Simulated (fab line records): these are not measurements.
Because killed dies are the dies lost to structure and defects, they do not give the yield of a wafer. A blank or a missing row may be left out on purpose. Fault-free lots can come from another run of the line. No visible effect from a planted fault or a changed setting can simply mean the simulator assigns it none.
Split-lot experiment || flow n5_finfet || route with 1938 steps; 7 lots, 39 wafers read

## SPLIT DETAILS
At N5_HKMG_FIN_CVD_62 (deposits a-Si from Si2H6, target thk 3 nm, time 20.8 s), the setting time_s was moved away from the recipe's 20.8 s on 18 of the 39 wafers read, by -18.0% to +59.0%. All remaining wafers had this setting at the recipe value.

The split's own step is where the reading is taken.

## THE READING
a-Si_of_HKMG_FIN_CVD_62.thk_nm (the simulator's own value, which no gauge read), in nm, at N5_HKMG_FIN_CVD_62 (deposits a-Si from Si2H6, target thk 3 nm, time 20.8 s). No usual value for it is given in the file. Here, 21 wafers ran the recipe; their average is 3.1 nm with a standard deviation of 0.13 nm.

{"wafer": "L075.1", "tool, chamber at the split": "thermal_cvd_si-02, 1,0", "time_s as run, s": 20.8, "against the recipe": "recipe", "a-Si_of_HKMG_FIN_CVD_62.thk_nm, nm": 3.2, "against lot-mates on the recipe": "-"}
{"wafer": "L075.2", "tool, chamber at the split": "thermal_cvd_si-02, 1,0", "time_s as run, s": 20.8, "against the recipe": "recipe", "a-Si_of_HKMG_FIN_CVD_62.thk_nm, nm": 3.2, "against lot-mates on the recipe": "-"}
{"wafer": "L075.3", "tool, chamber at the split": "thermal_cvd_si-02, 2,1,0", "time_s as run, s": 17.05, "against the recipe": "-18.0%", "a-Si_of_HKMG_FIN_CVD_62.thk_nm, nm": 2.6, "against lot-mates on the recipe": -0.5}
{"wafer": "L075.4", "tool, chamber at the split": "thermal_cvd_si-02, 2,1,0", "time_s as run, s": 17.05, "against the recipe": "-18.0%", "a-Si_of_HKMG_FIN_CVD_62.thk_nm, nm": 2.6, "against lot-mates on the recipe": -0.5}
{"wafer": "L075.6", "tool, chamber at the split": "thermal_cvd_si-02, 2,1,0", "time_s as run, s": 17.05, "against the recipe": "-18.0%", "a-Si_of_HKMG_FIN_CVD_62.thk_nm, nm": 2.6, "against lot-mates on the recipe": -0.5}
{"wafer": "L075.5", "tool, chamber at the split": "thermal_cvd_si-02, 2", "time_s as run, s": 20.8, "against the recipe": "recipe", "a-Si_of_HKMG_FIN_CVD_62.thk_nm, nm": 3, "against lot-mates on the recipe": "-"}
{"wafer": "L077.1", "tool, chamber at the split": "thermal_cvd_si-02, 1", "time_s as run, s": 20.8, "against the recipe": "recipe", "a-Si_of_HKMG_FIN_CVD_62.thk_nm, nm": 3.4, "against lot-mates on the recipe": "-"}
{"wafer": "L077.2", "tool, chamber at the split": "thermal_cvd_si-02, 0,1", "time_s as run, s": 20.8, "against the recipe": "recipe", "a-Si_of_HKMG_FIN_CVD_62.thk_nm, nm": 3.2, "against lot-mates on the recipe": "-"}
{"wafer": "L077.5", "tool, chamber at the split": "thermal_cvd_si-02, 0,1", "time_s as run, s": 20.8, "against the recipe": "recipe", "a-Si_of_HKMG_FIN_CVD_62.thk_nm, nm": 3.2, "against lot-mates on the recipe": "-"}
{"wafer": "L081.1", "tool, chamber at the split": "thermal_cvd_si-02, 1,2", "time_s as run, s": 20.8, "against the recipe": "recipe", "a-Si_of_HKMG_FIN_CVD_62.thk_nm, nm": 3.2, "against lot-mates on the recipe": "-"}
{"wafer": "L081.2", "tool, chamber at the split": "thermal_cvd_si-02, 1,2", "time_s as run, s": 20.8, "against the recipe": "recipe", "a-Si_of_HKMG_FIN_CVD_62.thk_nm, nm": 3.2, "against lot-mates on the recipe": "-"}
{"wafer": "L081.3", "tool, chamber at the split": "thermal_cvd_si-02, 0,2", "time_s as run, s": 25.07, "against the recipe": "+20.5%", "a-Si_of_HKMG_FIN_CVD_62.thk_nm, nm": 3.6, "against lot-mates on the recipe": "+0.5"}
{"wafer": "L081.6", "tool, chamber at the split": "thermal_cvd_si-02, 0,2", "time_s as run, s": 25.07, "against the recipe": "+20.5%", "a-Si_of_HKMG_FIN_CVD_62.thk_nm, nm": 3.6, "against lot-mates on the recipe": "+0.5"}
{"wafer": "L081.4", "tool, chamber at the split": "thermal_cvd_si-02, 0", "time_s as run, s": 20.8, "against the recipe": "recipe", "a-Si_of_HKMG_FIN_CVD_62.thk_nm, nm": 3, "against lot-mates on the recipe": "-"}
{"wafer": "L081.5", "tool, chamber at the split": "thermal_cvd_si-02, 1", "time_s as run, s": 25.07, "against the recipe": "+20.5%", "a-Si_of_HKMG_FIN_CVD_62.thk_nm, nm": 3.8, "against lot-mates on the recipe": "+0.7"}
{"wafer": "L082.1", "tool, chamber at the split": "thermal_cvd_si-01, 1", "time_s as run, s": 20.8, "against the recipe": "recipe", "a-Si_of_HKMG_FIN_CVD_62.thk_nm, nm": 3, "against lot-mates on the recipe": "-"}
{"wafer": "L082.6", "tool, chamber at the split": "thermal_cvd_si-01, 1", "time_s as run, s": 20.8, "against the recipe": "recipe", "a-Si_of_HKMG_FIN_CVD_62.thk_nm, nm": 3, "against lot-mates on the recipe": "-"}
{"wafer": "L082.2", "tool, chamber at the split": "thermal_cvd_si-01, 0,2", "time_s as run, s": 33.07, "against the recipe": "+59.0%", "a-Si_of_HKMG_FIN_CVD_62.thk_nm, nm": 4.8, "against lot-mates on the recipe": "+1.9"}
{"wafer": "L082.4", "tool, chamber at the split": "thermal_cvd_si-01, 0,2", "time_s as run, s": 33.07, "against the recipe": "+59.0%", "a-Si_of_HKMG_FIN_CVD_62.thk_nm, nm": 4.8, "against lot-mates on the recipe": "+1.9"}
{"wafer": "L082.3", "tool, chamber at the split": "thermal_cvd_si-01, 2", "time_s as run, s": 33.07, "against the recipe": "+59.0%", "a-Si_of_HKMG_FIN_CVD_62.thk_nm, nm": 4.6, "against lot-mates on the recipe": "+1.7"}
{"wafer": "L082.5", "tool, chamber at the split": "thermal_cvd_si-01, 0", "time_s as run, s": 20.8, "against the recipe": "recipe", "a-Si_of_HKMG_FIN_CVD_62.thk_nm, nm": 2.8, "against lot-mates on the recipe": "-"}
{"wafer": "L085.1", "tool, chamber at the split": "thermal_cvd_si-02, 1", "time_s as run, s": 25.76, "against the recipe": "+23.8%", "a-Si_of_HKMG_FIN_CVD_62.thk_nm, nm": 3.8, "against lot-mates on the recipe": "+0.6"}
{"wafer": "L085.5", "tool, chamber at the split": "thermal_cvd_si-02, 1", "time_s as run, s": 25.76, "against the recipe": "+23.8%", "a-Si_of_HKMG_FIN_CVD_62.thk_nm, nm": 3.8, "against lot-mates on the recipe": "+0.6"}
{"wafer": "L085.2", "tool, chamber at the split": "thermal_cvd_si-02, 0", "time_s as run, s": 25.76, "against the recipe": "+23.8%", "a-Si_of_HKMG_FIN_CVD_62.thk_nm, nm": 4, "against lot-mates on the recipe": "+0.8"}
{"wafer": "L085.3", "tool, chamber at the split": "thermal_cvd_si-02, 2,2,0", "time_s as run, s": 20.8, "against the recipe": "recipe", "a-Si_of_HKMG_FIN_CVD_62.thk_nm, nm": 3.2, "against lot-mates on the recipe": "-"}
{"wafer": "L085.4", "tool, chamber at the split": "thermal_cvd_si-02, 2,2,0", "time_s as run, s": 20.8, "against the recipe": "recipe", "a-Si_of_HKMG_FIN_CVD_62.thk_nm, nm": 3.2, "against lot-mates on the recipe": "-"}
{"wafer": "L085.6", "tool, chamber at the split": "thermal_cvd_si-02, 2,2,0", "time_s as run, s": 20.8, "against the recipe": "recipe", "a-Si_of_HKMG_FIN_CVD_62.thk_nm, nm": 3.2, "against lot-mates on the recipe": "-"}
{"wafer": "L087.1", "tool, chamber at the split": "thermal_cvd_si-02, 0,1", "time_s as run, s": 27.86, "against the recipe": "+33.9%", "a-Si_of_HKMG_FIN_CVD_62.thk_nm, nm": 4, "against lot-mates on the recipe": "+1.0"}
{"wafer": "L087.5", "tool, chamber at the split": "thermal_cvd_si-02, 0,1", "time_s as run, s": 27.86, "against the recipe": "+33.9%", "a-Si_of_HKMG_FIN_CVD_62.thk_nm, nm": 4, "against lot-mates on the recipe": "+1.0"}
{"wafer": "L087.2", "tool, chamber at the split": "thermal_cvd_si-02, 2", "time_s as run, s": 27.86, "against the recipe": "+33.9%", "a-Si_of_HKMG_FIN_CVD_62.thk_nm, nm": 4.2, "against lot-mates on the recipe": "+1.2"}
{"wafer": "L087.3", "tool, chamber at the split": "thermal_cvd_si-02, 1,2,0", "time_s as run, s": 20.8, "against the recipe": "recipe", "a-Si_of_HKMG_FIN_CVD_62.thk_nm, nm": 3, "against lot-mates on the recipe": "-"}
{"wafer": "L087.4", "tool, chamber at the split": "thermal_cvd_si-02, 1,2,0", "time_s as run, s": 20.8, "against the recipe": "recipe", "a-Si_of_HKMG_FIN_CVD_62.thk_nm, nm": 3, "against lot-mates on the recipe": "-"}
{"wafer": "L087.6", "tool, chamber at the split": "thermal_cvd_si-02, 1,2,0", "time_s as run, s": 20.8, "against the recipe": "recipe", "a-Si_of_HKMG_FIN_CVD_62.thk_nm, nm": 3, "against lot-mates on the recipe": "-"}
{"wafer": "L093.1", "tool, chamber at the split": "thermal_cvd_si-02, 0", "time_s as run, s": 27.99, "against the recipe": "+34.6%", "a-Si_of_HKMG_FIN_CVD_62.thk_nm, nm": 4, "against lot-mates on the recipe": "+0.9"}
{"wafer": "L093.2", "tool, chamber at the split": "thermal_cvd_si-02, 1,2", "time_s as run, s": 20.8, "against the recipe": "recipe", "a-Si_of_HKMG_FIN_CVD_62.thk_nm, nm": 3.2, "against lot-mates on the recipe": "-"}
{"wafer": "L093.3", "tool, chamber at the split": "thermal_cvd_si-02, 1,2", "time_s as run, s": 20.8, "against the recipe": "recipe", "a-Si_of_HKMG_FIN_CVD_62.thk_nm, nm": 3.2, "against lot-mates on the recipe": "-"}
{"wafer": "L093.4", "tool, chamber at the split": "thermal_cvd_si-02, 1,2", "time_s as run, s": 27.99, "against the recipe": "+34.6%", "a-Si_of_HKMG_FIN_CVD_62.thk_nm, nm": 4.2, "against lot-mates on the recipe": "+1.1"}
{"wafer": "L093.6", "tool, chamber at the split": "thermal_cvd_si-02, 1,2", "time_s as run, s": 27.99, "against the recipe": "+34.6%", "a-Si_of_HKMG_FIN_CVD_62.thk_nm, nm": 4.2, "against lot-mates on the recipe": "+1.1"}
{"wafer": "L093.5", "tool, chamber at the split": "thermal_cvd_si-02, 0", "time_s as run, s": 20.8, "against the recipe": "recipe", "a-Si_of_HKMG_FIN_CVD_62.thk_nm, nm": 3, "against lot-mates on the recipe": "-"}
The file does not say which wafer passed through which chamber wherever a row lists several chambers: such a row stands for several wafers.

FIT RESULTS
A straight line over all 39 wafers: a-Si_of_HKMG_FIN_CVD_62.thk_nm changes by +0.0281 nm for each +1% of time_s; r = +0.98; the points scatter about the line by 0.12 nm.
The same after taking each lot's own level away (the mean of its wafers on the recipe; 39 wafers): +0.03 nm for each +1%; r = +0.99; scatter 0.091 nm.
According to that fit, moving time_s by its largest amount changes the reading by 1.8 nm.
Measured against the standard deviation above, the lots' own levels, which go from 2.93 to 3.27 nm, span 2.5 times it.
So the lot-to-lot level changes the slope little: the two slopes agree.
Check: +1.74 nm against its lot-mates is what the line predicts for one of the wafers moved furthest among these (+59.0%) when that wafer is left out of the fit. It came out at +1.87 nm against them.

## ADDITIONAL SPLITS CARRIED BY THESE WAFERS
Note: prior to the reading, these wafers also went through further splits. Each is held against what the fit with the lots' levels taken away leaves over:
{"other split on the same wafers": "N5_ZERO_LAYER_DEVELOP_10 develop_time_s", "wafers away from the commonest value": 12, "r with a-Si_of_HKMG_FIN_CVD_62.thk_nm (lot level and that fit taken away)": "+0.14"}
{"other split on the same wafers": "N5_FIN_CUT_CUT_ETCH_26 target_depth_a", "wafers away from the commonest value": 12, "r with a-Si_of_HKMG_FIN_CVD_62.thk_nm (lot level and that fit taken away)": "+0.06"}
{"other split on the same wafers": "N5_SPACER0_ALD_08 target_thk_a", "wafers away from the commonest value": 15, "r with a-Si_of_HKMG_FIN_CVD_62.thk_nm (lot level and that fit taken away)": -0.12}

## FILE'S OWN FIT
a-Si_of_HKMG_FIN_CVD_62.thk_nm changes by +0.0299 nm for each +1% of time_s, r = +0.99.
